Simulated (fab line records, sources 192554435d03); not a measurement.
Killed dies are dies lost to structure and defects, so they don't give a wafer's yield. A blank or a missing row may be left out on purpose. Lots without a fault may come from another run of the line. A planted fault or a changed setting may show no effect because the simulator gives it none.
fab line records | flow n5_finfet
record lots=7 wafers=21
route steps=1938 shown BEOL_M7@1309 BEOL_M8@1371 BEOL_M9@1440 BEOL_M10@1495 BEOL_M11@1599 BEOL_M13@1673 BEOL_M15@1773
start_h: hours from the record's first day to the start of the lot's first wafer shown | wait_h: hours since the lot's step before | " the same as in the row above | L1.1+2: a row that stands for several wafers | - no value, or no start given | * or withheld: withheld | < > ~ a bound
route shown NAME@n: a module of which the file shows steps, and the number in the route of the first | usual: mean/standard deviation of fault-free wafers | same: alike in all rows | chamber/n: place in a boat | sites: the reading at each site | _std_site: their standard deviation | _edge_site: outer sites' mean less inner sites' | radius_mm: how far each site lies from the wafer's centre | mask NAME#n: copy n | behind: the tool/chamber that last shaped the wafer | hold: why the lot was held/for how many hours/how that ended | device: the transistor (n, p or np) that didn't switch | end of line: the same wafers' tests at the end of the route | a step without rows: its recipe alone | killed: dies lost to structure and defects at the first sort, not the wafer's yield | map: a wafer's dies, x killed, . not, _ none there
set.NAME: the setting as run; set.NAME@STEP: as run at that earlier step | model.NAME: the simulator's own value behind a step, which no gauge read
lots whose settings were changed on purpose; a table a step, a row a wafer
## steps
# step N5_BEOL_M7_ETCH_41
# recipe chemistry=CH3F/O2 target=SiCN target_depth_a=319 taper_deg=2 time_s=57.8 ion_energy_ev=120 mask_material=TiN pressure_mtorr=30 source_w=395 bias_w=75 Ar_flow_sccm=150 CH3F_flow_sccm=30 O2_flow_sccm=20
# usual rf_vpp_V=297.0/1.4
# columns lot.wafer tool chamber start_h wait_h set.source_w rf_vpp_V
L074.1 rie_diel-05 0 - - 368.2 302.1
L074.3 " 2 " " 395 298.0
L074.5 " 1 " " 395 296.8
L077.3 rie_diel-05 1 - - 348.5 309.3
L077.4 " 3 " " 348.5 311.5
L077.5 " 2 " " 348.5 309.5
L081.3 rie_diel-03 3 - - 395 296.9
L081.5 " 3 " " 444.3 284.2
L081.6 " 1 " " 444.3 285.2
L085.3 rie_diel-05 1 - - 395 298.0
L085.4 " 3 " " 395 298.2
L085.5 " 2 " " 395 299.1
L089.1 rie_diel-01 0 - - 395 297.4
L089.3 " 1 " " 327.1 320.4
L089.5 " 0 " " 327.1 317.0
L093.2 rie_diel-01 0 - - 443.1 286.1
L093.5 " 2 " " 443.1 285.3
L093.6 " 3 " " 443.1 285.3
L096.1 rie_diel-05 1 - - 395 298.0
L096.2 " 2 " " 376.2 302.0
L096.5 " 1 " " 395 298.1
# step N5_BEOL_M8_ETCH_66
# recipe chemistry=N2/H2 target=SOC target_depth_a=800 overetch_a=160 mask_material=SiARC temp_c=40 time_s=120 ion_energy_ev=200 pressure_mtorr=30 source_w=840 bias_w=150 n2_flow_sccm=200 h2_flow_sccm=200
# usual rf_vpp_V=522.8/2.2
# columns lot.wafer tool chamber start_h wait_h set.bias_w rf_vpp_V
L074.1 rie_diel-04 3 202.32 0.0 139.4 498.9
L074.3 " 0 " " 150 525.3
L074.5 " 1 " " 139.4 495.9
L077.3 rie_diel-04 1 219.17 0.0 150 522.3
L077.4 " 3 " " 150 521.6
L077.5 " 3 " " 150 521.7
L081.3 rie_diel-02 0 231.15 0.0 150 526.4
L081.5 " 3 " " 150 523.0
L081.6 " 2 " " 127.8 475.8
L085.3 rie_diel-04 0 280.60 0.0 150 525.1
L085.4 " 1 " " 150 518.3
L085.5 " 0 " " 150 526.8
L089.1 rie_diel-04 2 300.21 0.0 157.8 539.1
L089.3 " 3 " " 150 521.2
L089.5 " 2 " " 157.8 540.7
L093.2 rie_diel-02 2 313.39 0.0 143.2 511.2
L093.5 " 2 " " 143.2 510.6
L093.6 " 1 " " 150 519.9
L096.1 rie_diel-02 3 337.22 0.0 150 521.2
L096.2 " 2 " " 150 526.3
L096.5 " 2 " " 167.6 563.2
# step N5_BEOL_M9_ETCH_66
# recipe chemistry=N2/H2 target=SOC target_depth_a=800 overetch_a=160 mask_material=SiARC temp_c=40 time_s=120 ion_energy_ev=200 pressure_mtorr=30 source_w=840 bias_w=150 n2_flow_sccm=200 h2_flow_sccm=200
# columns lot.wafer tool chamber start_h wait_h set.time_s model.SiARC_of_BEOL_M9_COAT_64.thk_nm
L074.1 rie_diel-01 2 208.83 0.0 97.14 7.4
L074.3+5 " 1 " " 120 6.4
L077.3 rie_diel-01 0 227.40 0.0 120 6.4
L077.4 " 3 " " 143.3 6
L077.5 " 2 " " 143.3 5.2
L081.3 rie_diel-03 2 240.79 0.0 120 6.2
L081.5 " 0 " " 120 6.4
L081.6 " 1 " " 137.7 5.4
L085.3+4+5 rie_diel-05 2,0,0 291.02 0.0 120 6.4
L089.1 rie_diel-03 3 313.21 0.0 137.3 5
L089.3 " 1 " " 120 6.4
L089.5 " 0 " " 137.3 5.6
L093.2 rie_diel-01 1 323.11 0.0 109.5 6.8
L093.5 " 1 " " 120 6.4
L093.6 " 0 " " 109.5 7
L096.1+2 rie_diel-05 0,2 348.59 0.0 120 6.6
L096.5 " 3 " " 93.92 7.4
# step N5_BEOL_M10_COAT_64
# recipe resist=SiARC temp_c=220 time_s=60 spin_rpm=1500 resist_thk_nm=30
# columns lot.wafer tool chamber start_h wait_h set.spin_rpm model.SiARC_of_BEOL_M10_COAT_64.thk_nm
L074.1+3+5 litho_track-01 0 - - 1500 30
L077.3 litho_track-04 0 - - 1500 30
L077.4+5 " 0 " " 1500 29.8
L081.3+6 litho_track-01 0 - - 1500 29.8
L081.5 " 0 " " 1615 28.8
L085.3+4+5 litho_track-04 0 - - 1500 30
L089.1+3+5 litho_track-03 0 - - 1500 30.2
L093.2+6 litho_track-01 0 - - 1557 29.4
L093.5 " 0 " " 1500 30
L096.1 litho_track-03 0 - - 1500 30.2
L096.2+5 " 0 " " 1343 31.8
# step N5_BEOL_M10_EXPOSE_25
# recipe mask_id=V9 na=1.35 source_shape=annular sigma_inner=0.5 sigma_outer=0.8 polarization=unpolarized dose_mj=85.5
# columns lot.wafer tool chamber start_h wait_h mask set.dose_mj
L074.1+3+5 arfi_scanner-02 0 214.74 - V9#0 85.5
L077.3+4+5 arfi_scanner-03 0 233.53 - V9#0 85.5
L081.3+5+6 arfi_scanner-01 0 247.25 - V9#0 85.5
L085.3+4+5 arfi_scanner-03 0 296.84 - V9#0 85.5
L089.1+5 arfi_scanner-02 0 319.79 - V9#0 83.81
L089.3 " 0 " " V9#0 85.5
L093.2+5 arfi_scanner-03 0 330.10 - V9#0 85.5
L093.6 " 0 " " V9#0 88.98
L096.1 arfi_scanner-02 0 354.45 - V9#0 85.5
L096.2+5 " 0 " " V9#0 81.96
# step N5_BEOL_M10_PEB_26
# recipe peb_temp_c=withheld peb_time_s=60 resist=CAR-ArF
# step N5_BEOL_M10_DEVELOP_27
# recipe develop_time_s=30 developer=TMAH resist=CAR-ArF rinse_liquid=diw dry=air_spin dev_temp_c=23
# step N5_BEOL_M10_DESCUM_33
# recipe chemistry=O2 time_s=7.9 source_power_w=50 bias_power_w=20 pressure_mtorr=20 rf_frequency_hz=2.712e+07 temp_c=40 resist=CAR-ArF o2_flow_sccm=225
# step N5_BEOL_M10_ETCH_65
# recipe chemistry=CF4 target=SiARC target_depth_a=390 mask_material=CAR-ArF time_s=65 ion_energy_ev=80 pressure_mtorr=40 source_w=545 bias_w=36 Ar_flow_sccm=100 cf4_flow_sccm=100 ends=cleared
# columns lot.wafer tool chamber start_h wait_h set.spin_rpm@BEOL_M10_COAT_64 model.etch.depth_nm model.CAR-ArF_of_BEOL_M10_COAT_22.thk_nm
L074.1 rie_diel-02 2 215.00 0.0 1500 30.02 55.4
L074.3 " 1 " " 1500 30.08 55.4
L074.5 " 2 " " 1500 30.08 55.6
L077.3 rie_diel-02 1 233.77 0.0 1500 29.95 55.8
L077.4 " 3 " " 1500 29.88 55.8
L077.5 " 2 " " 1500 29.87 55.8
L081.3 rie_diel-02 1 247.49 0.0 1500 29.85 55.4
L081.5 " 1 " " 1615 28.79 56.4
L081.6 " 2 " " 1500 29.86 55.4
L085.3 rie_diel-06 3 297.17 0.0 1500 30 55.6
L085.4 " 0 " " 1500 29.93 55.2
L085.5 " 1 " " 1500 29.97 55.6
L089.1 rie_diel-02 2 320.11 0.0 1500 30.13 55.6
L089.3 " 0 " " 1500 30.23 55.6
L089.5 " 0 " " 1500 30.17 55.4
L093.2 rie_diel-06 1 330.35 0.0 1557 29.48 56.2
L093.5 " 2 " " 1500 29.98 55.8
L093.6 " 3 " " 1557 29.48 56
L096.1 rie_diel-02 3 354.70 0.0 1500 30.14 55.6
L096.2 " 2 " " 1343 31.79 54
L096.5 " 2 " " 1343 31.75 54
# step N5_BEOL_M10_ETCH_66
# recipe chemistry=N2/H2 target=SOC target_depth_a=1200 overetch_a=240 mask_material=SiARC temp_c=40 time_s=180 ion_energy_ev=200 pressure_mtorr=30 source_w=840 bias_w=150 n2_flow_sccm=200 h2_flow_sccm=200
# columns lot.wafer tool chamber start_h wait_h set.spin_rpm@BEOL_M10_COAT_64 model.SiARC_of_BEOL_M10_COAT_64.thk_nm
L074.1 rie_diel-02 2 215.05 0.0 1500 23
L074.3+5 " 1,2 " " 1500 23.2
L077.3 rie_diel-02 1 233.82 0.0 1500 22.8
L077.4 " 3 " " 1500 22.2
L077.5 " 2 " " 1500 23
L081.3 rie_diel-02 1 247.54 0.0 1500 22.8
L081.5 " 1 " " 1615 21.8
L081.6 " 2 " " 1500 23
L085.3+4 rie_diel-06 3,0 297.22 0.0 1500 22.8
L085.5 " 1 " " 1500 22.4
L089.1 rie_diel-02 2 320.16 0.0 1500 23.2
L089.3 " 0 " " 1500 22.8
L089.5 " 0 " " 1500 22.6
L093.2 rie_diel-06 1 330.40 0.0 1557 21.8
L093.5 " 2 " " 1500 23
L093.6 " 3 " " 1557 22.2
L096.1 rie_diel-02 3 354.75 0.0 1500 22.4
L096.2+5 " 2 " " 1343 24.8
# step N5_BEOL_M11_DEP_56
# recipe material=SiCN target_thk_a=300 temp_c=withheld precursor=3MS/NH3 pressure_torr=3 rf_w=675 time_s=10.5
# columns lot.wafer tool chamber start_h wait_h set.time_s model.SiCN_of_BEOL_M11_DEP_56.thk_nm
L074.1 pecvd-02 2 227.41 0.0 9.347 27.4
L074.3 " 0 " " 10.5 29.4
L074.5 " 1 " " 9.347 27.2
L077.3 pecvd-03 1 244.04 0.0 10.5 29.8
L077.4 " 1 " " 9.642 27.4
L077.5 " 0 " " 10.5 30.4
L081.3 pecvd-04 2 261.31 0.0 10.5 29.2
L081.5 " 1 " " 10.5 30.4
L081.6 " 0 " " 12.01 34.2
L085.3 pecvd-03 2 311.03 0.0 10.5 30.2
L085.4 " 1 " " 10.5 29.6
L085.5 " 1 " " 10.5 29.8
L089.1 pecvd-04 0 332.72 0.0 9.045 25.6
L089.3 " 1 " " 9.045 26
L089.5 " 2 " " 10.5 29.8
L093.2 pecvd-02 1 345.23 0.0 10.5 29.2
L093.5 " 0 " " 12.04 34.2
L093.6 " 2 " " 12.04 35
L096.1 pecvd-02 1 365.84 0.0 11.48 31.4
L096.2 " 0 " " 10.5 29.4
L096.5 " 1 " " 11.48 32.6
# step N5_BEOL_M13_ETCH_59
# recipe chemistry=N2/H2 target=BARC target_depth_a=890 overetch_a=267 time_s=67.9 ion_energy_ev=200 pressure_mtorr=30 source_w=840 bias_w=150 n2_flow_sccm=200 h2_flow_sccm=200
# usual rf_vpp_V=523.0/2.1
# columns lot.wafer tool chamber start_h wait_h set.bias_w rf_vpp_V
L074.1 rie_diel-05 2 233.90 0.0 141.8 505.3
L074.3 " 0 " " 141.8 504.1
L074.5 " 0 " " 150 521.5
L077.3 rie_diel-05 0 250.19 0.0 128 471.9
L077.4 " 2 " " 150 524.3
L077.5 " 3 " " 150 524.7
L081.3 rie_diel-03 0 266.07 0.0 150 522.3
L081.5 " 3 " " 165.7 557.3
L081.6 " 0 " " 150 520.7
L085.3 rie_diel-01 2 316.57 0.0 150 521.4
L085.4 " 1 " " 150 527.8
L085.5 " 2 " " 150 521.7
L089.1 rie_diel-01 0 340.61 0.0 150 522.7
L089.3 " 3 " " 174.3 572.3
L089.5 " 3 " " 174.3 572.7
L093.2 rie_diel-05 3 352.22 0.0 150 525.2
L093.5 " 0 " " 131.6 479.0
L093.6 " 3 " " 150 525.2
L096.1 rie_diel-01 0 374.20 0.0 136.3 491.1
L096.2 " 2 " " 150 522.1
L096.5 " 3 " " 136.3 490.3
# step N5_BEOL_M15_ILD_DEP_00
# recipe material=SiO2 target_thk_a=16293 temp_c=400 precursor=TEOS/O2 pressure_torr=6.5 rf_w=900 teos_flow_sccm=161.4 gas=O2 flow_sccm=2650 time_s=346.1
# columns lot.wafer tool chamber start_h wait_h set.time_s model.SiO2_of_BEOL_M15_ILD_DEP_00.thk_nm
L074.1 pecvd-02 2 243.23 0.0 312.4 1490
L074.3 " 1 " " 346.1 1661
L074.5 " 1 " " 312.4 1524
L077.3 pecvd-04 0 262.44 0.0 346.1 1603
L077.4 " 2 " " 346.1 1640
L077.5 " 0 " " 346.1 1639
L081.3 pecvd-04 0 276.88 0.0 386.8 1798
L081.5 " 1 " " 386.8 1829
L081.6 " 0 " " 346.1 1630
L085.3 pecvd-04 0 329.54 0.0 346.1 1620
L085.4 " 0 " " 346.1 1655
L085.5 " 2 " " 346.1 1675
L089.1 pecvd-02 2 354.58 0.0 371.9 1749
L089.3 " 0 " " 371.9 1741
L089.5 " 2 " " 346.1 1644
L093.2 pecvd-02 2 361.81 0.0 346.1 1637
L093.5 " 1 " " 346.1 1675
L093.6 " 2 " " 346.1 1660
L096.1 pecvd-04 1 386.93 0.0 346.1 1624
L096.2 " 0 " " 310 1464
L096.5 " 0 " " 310 1504
# step N5_BEOL_M15_THK_MEAS_01
# recipe reads=SiO2_of_BEOL_M15_ILD_DEP_00
# usual M15_ILD_THK=1632/22
# columns lot.wafer tool chamber start_h wait_h set.time_s@BEOL_M15_ILD_DEP_00 M15_ILD_THK[nm]
L074.1 film_metro-01 - 243.48 0.1 312.4 1491
L074.3 " - " " 346.1 1660
L074.5 " - " " 312.4 1524
L077.3 film_metro-01 - 262.69 0.1 346.1 1601
L077.4 " - " " 346.1 1639
L077.5 " - " " 346.1 1636
L081.3 film_metro-01 - 277.13 0.1 386.8 1799
L081.5 " - " " 386.8 1828
L081.6 " - " " 346.1 1630
L085.3 film_metro-01 - 329.79 0.1 346.1 1620
L085.4 " - " " 346.1 1657
L085.5 " - " " 346.1 1677
L089.1 film_metro-01 - 354.83 0.1 371.9 1749
L089.3 " - " " 371.9 1740
L089.5 " - " " 346.1 1645
L093.2 film_metro-02 - 362.06 0.1 346.1 1637
L093.5 " - " " 346.1 1675
L093.6 " - " " 346.1 1661
L096.1 film_metro-01 - 387.18 0.1 346.1 1625
L096.2 " - " " 310 1464
L096.5 " - " " 310 1503
# step N5_BEOL_M15_COAT_58
# recipe resist=BARC temp_c=205 time_s=60 spin_rpm=1500 resist_thk_nm=89
# columns lot.wafer tool chamber start_h wait_h set.spin_rpm model.BARC_of_BEOL_M15_COAT_58.thk_nm
L074.1 litho_track-01 0 243.51 0.0 1627 85.4
L074.3 " 0 " " 1500 89
L074.5 " 0 " " 1627 85
L077.3 litho_track-03 0 262.73 0.0 1434 90.8
L077.4 " 0 " " 1500 89
L077.5 " 0 " " 1434 91
L081.3 litho_track-03 0 277.17 0.0 1389 92.6
L081.5 " 0 " " 1500 88.8
L081.6 " 0 " " 1389 92.2
L085.3+4+5 litho_track-01 0 329.82 0.0 1500 89
L089.1+5 litho_track-04 0 354.86 0.0 1500 89.4
L089.3 " 0 " " 1577 87.2
L093.2+6 litho_track-04 0 362.09 0.0 1500 88.8
L093.5 " 0 " " 1500 89.4
L096.1 litho_track-04 0 387.21 0.0 1500 89.2
L096.2+5 " 0 " " 1500 89
# step N5_BEOL_M15_COAT_04
# recipe spin_rpm=1704 resist_thk_nm=800
# step N5_BEOL_M15_EBR_06
# recipe solvent=PGMEA ebr_width_mm=1.5
# step N5_BEOL_M15_DESCUM_15
# recipe chemistry=O2 time_s=7.9 source_power_w=50 bias_power_w=20 pressure_mtorr=20 rf_frequency_hz=2.712e+07 temp_c=40 o2_flow_sccm=225
# step N5_BEOL_M15_ETCH_59
# recipe chemistry=N2/H2 target=BARC target_depth_a=890 overetch_a=267 time_s=67.9 ion_energy_ev=200 pressure_mtorr=30 source_w=840 bias_w=150 n2_flow_sccm=200 h2_flow_sccm=200
# columns lot.wafer tool chamber start_h wait_h set.spin_rpm@BEOL_M15_COAT_58 model.etch.depth_nm
L074.1 rie_diel-05 1 244.03 0.0 1627 85.38
L074.3 " 2 " " 1500 88.99
L074.5 " 2 " " 1627 85.04
L077.3 rie_diel-05 1 263.34 0.0 1434 90.9
L077.4 " 3 " " 1500 89.05
L077.5 " 1 " " 1434 91.01
L081.3 rie_diel-05 2 277.56 0.0 1389 92.52
L081.5 " 2 " " 1500 88.83
L081.6 " 1 " " 1389 92.24
L085.3 rie_diel-03 1 330.34 0.0 1500 88.97
L085.4 " 0 " " 1500 89
L085.5 " 1 " " 1500 88.95
L089.1 rie_diel-05 2 355.44 0.0 1500 89.32
L089.3 " 1 " " 1577 87.12
L089.5 " 0 " " 1500 89.38
L093.2 rie_diel-01 1 362.49 0.0 1500 88.88
L093.5 " 2 " " 1500 89.48
L093.6 " 3 " " 1500 88.86
L096.1 rie_diel-03 2 388.56 0.0 1500 89.1
L096.2 " 3 " " 1500 88.99
L096.5 " 2 " " 1500 88.96
# step N5_BEOL_M15_VIA_ETCH_16
# recipe chemistry=C4F8/O2/Ar target=SiO2 he_inner_torr=15 he_outer_torr=30 target_depth_a=17922 time_s=withheld ion_energy_ev=800 pressure_mtorr=20 source_w=1905 bias_w=2040 Ar_flow_sccm=400 C4F8_flow_sccm=16 O2_flow_sccm=12 ends=cleared
# columns lot.wafer tool chamber start_h wait_h set.time_s@BEOL_M15_ILD_DEP_00 model.etch.depth_nm
L074.1 rie_diel-05 1 244.08 0.0 * 1490
L074.3 " 2 " " * 1661
L074.5 " 2 " " * 1524
L077.3 rie_diel-05 1 263.39 0.0 * 1603
L077.4 " 3 " " * 1640
L077.5 " 1 " " * 1639
L081.3 rie_diel-05 2 277.61 0.0 * 1798
L081.5 " 2 " " * 1829
L081.6 " 1 " " * 1630
L085.3 rie_diel-03 1 330.39 0.0 * 1620
L085.4 " 0 " " * 1655
L085.5 " 1 " " * 1675
L089.1 rie_diel-05 2 355.49 0.0 * 1749
L089.3 " 1 " " * 1741
L089.5 " 0 " " * 1644
L093.2 rie_diel-01 1 362.54 0.0 * 1637
L093.5 " 2 " " * 1675
L093.6 " 3 " " * 1660
L096.1 rie_diel-03 2 388.62 0.0 * 1624
L096.2 " 3 " " * 1464
L096.5 " 2 " " * 1504
# step N5_BEOL_M15_COAT_22
# recipe spin_rpm=1704 resist_thk_nm=800
# columns lot.wafer tool chamber start_h wait_h set.spin_rpm model.coat_of_BEOL_M15_COAT_22.thk_nm
L074.1 litho_track-01 0 - - 1704 799.6
L074.3 " 0 " " 1871 763
L074.5 " 0 " " 1871 763.6
L077.3 litho_track-04 0 - - 1704 799
L077.4 " 0 " " 1820 775
L077.5 " 0 " " 1820 774.4
L081.3 litho_track-01 0 - - 1531 838.4
L081.5 " 0 " " 1704 794.6
L081.6 " 0 " " 1704 793.4
L085.3+5 litho_track-03 0 - - 1704 798
L085.4 " 0 " " 1704 797.8
L089.1 litho_track-03 0 - - 1704 806
L089.3 " 0 " " 1786 782.8
L089.5 " 0 " " 1704 802
L093.2 litho_track-04 0 - - 1572 835.2
L093.5 " 0 " " 1704 803.4
L093.6 " 0 " " 1572 836.2
L096.1 litho_track-04 0 - - 1622 820.4
L096.2 " 0 " " 1622 821.8
L096.5 " 0 " " 1622 822.4
# step N5_BEOL_M15_EBR_24
# recipe solvent=PGMEA ebr_width_mm=1.5
# step N5_BEOL_M15_SOFTBAKE_23
# recipe temp_c=130 time_s=60
# step N5_BEOL_M15_DESCUM_33
# recipe chemistry=O2 time_s=7.9 source_power_w=50 bias_power_w=20 pressure_mtorr=20 rf_frequency_hz=2.712e+07 temp_c=40 o2_flow_sccm=225
# step N5_BEOL_M15_ETCH_61
# recipe chemistry=N2/H2 target=BARC target_depth_a=890 overetch_a=267 time_s=67.9 ion_energy_ev=200 pressure_mtorr=30 source_w=840 bias_w=150 n2_flow_sccm=200 h2_flow_sccm=200
# columns lot.wafer tool chamber start_h wait_h set.spin_rpm@BEOL_M15_COAT_22 model.coat_of_BEOL_M15_COAT_22.thk_nm
L074.1 rie_diel-05 3 245.69 0.0 1704 711.4
L074.3 " 0 " " 1871 678.8
L074.5 " 0 " " 1871 679
L077.3 rie_diel-05 1 265.14 0.0 1704 719.6
L077.4 " 2 " " 1820 693.2
L077.5 " 0 " " 1820 689.6
L081.3 rie_diel-01 1 279.02 0.0 1531 753.4
L081.5 " 0 " " 1704 714.4
L081.6 " 3 " " 1704 713
L085.3+4 rie_diel-03 2,1 331.99 0.0 1704 714.6
L085.5 " 2 " " 1704 714
L089.1 rie_diel-01 3 357.41 0.0 1704 726.8
L089.3 " 2 " " 1786 700
L089.5 " 3 " " 1704 722.2
L093.2 rie_diel-05 2 364.19 0.0 1572 754.4
L093.5 " 2 " " 1704 722.8
L093.6 " 1 " " 1572 755.6
L096.1 rie_diel-03 3 390.23 0.0 1622 733.2
L096.2 " 2 " " 1622 737.2
L096.5 " 2 " " 1622 738
## key
split step=N5_BEOL_M7_ETCH_41 setting=source_w stated=395 by=wafer
response step=N5_BEOL_M7_ETCH_41 reading=rf_vpp_V change=-1.1 per=1% r=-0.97
split step=N5_BEOL_M8_ETCH_66 setting=bias_w stated=150 by=wafer
response step=N5_BEOL_M8_ETCH_66 reading=rf_vpp_V change=+3.35 per=1% r=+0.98
split step=N5_BEOL_M9_ETCH_66 setting=time_s stated=120 by=wafer
response step=N5_BEOL_M9_ETCH_66 reading=model.SiARC_of_BEOL_M9_COAT_64.thk_nm change=-0.0499 per=1% r=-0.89
split step=N5_BEOL_M10_COAT_64 setting=spin_rpm stated=1500 by=wafer
response step=N5_BEOL_M10_COAT_64 reading=model.SiARC_of_BEOL_M10_COAT_64.thk_nm change=-0.146 per=1% r=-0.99
response step=N5_BEOL_M10_ETCH_65 reading=model.etch.depth_nm change=-0.148 per=1% r=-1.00
response step=N5_BEOL_M10_ETCH_65 reading=model.CAR-ArF_of_BEOL_M10_COAT_22.thk_nm change=+0.14 per=1% r=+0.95
response step=N5_BEOL_M10_ETCH_66 reading=model.SiARC_of_BEOL_M10_COAT_64.thk_nm change=-0.204 per=1% r=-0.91
split step=N5_BEOL_M10_EXPOSE_25 setting=dose_mj stated=85.5 by=wafer
response none clear
split step=N5_BEOL_M11_DEP_56 setting=time_s stated=10.5 by=wafer
response step=N5_BEOL_M11_DEP_56 reading=model.SiCN_of_BEOL_M11_DEP_56.thk_nm change=+0.301 per=1% r=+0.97
split step=N5_BEOL_M13_ETCH_59 setting=bias_w stated=150 by=wafer
response step=N5_BEOL_M13_ETCH_59 reading=rf_vpp_V change=+3.41 per=1% r=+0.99
split step=N5_BEOL_M15_ILD_DEP_00 setting=time_s stated=346.1 by=wafer
response step=N5_BEOL_M15_ILD_DEP_00 reading=model.SiO2_of_BEOL_M15_ILD_DEP_00.thk_nm change=+14.8 per=1% r=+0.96
response step=N5_BEOL_M15_THK_MEAS_01 reading=M15_ILD_THK change=+14.8 per=1% r=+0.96
response step=N5_BEOL_M15_VIA_ETCH_16 reading=model.etch.depth_nm change=+14.8 per=1% r=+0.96
split step=N5_BEOL_M15_COAT_58 setting=spin_rpm stated=1500 by=wafer
response step=N5_BEOL_M15_COAT_58 reading=model.BARC_of_BEOL_M15_COAT_58.thk_nm change=-0.456 per=1% r=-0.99
response step=N5_BEOL_M15_ETCH_59 reading=model.etch.depth_nm change=-0.453 per=1% r=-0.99
split step=N5_BEOL_M15_COAT_22 setting=spin_rpm stated=1704 by=wafer
response step=N5_BEOL_M15_COAT_22 reading=model.coat_of_BEOL_M15_COAT_22.thk_nm change=-4.03 per=1% r=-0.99
response step=N5_BEOL_M15_ETCH_61 reading=model.coat_of_BEOL_M15_COAT_22.thk_nm change=-3.9 per=1% r=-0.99
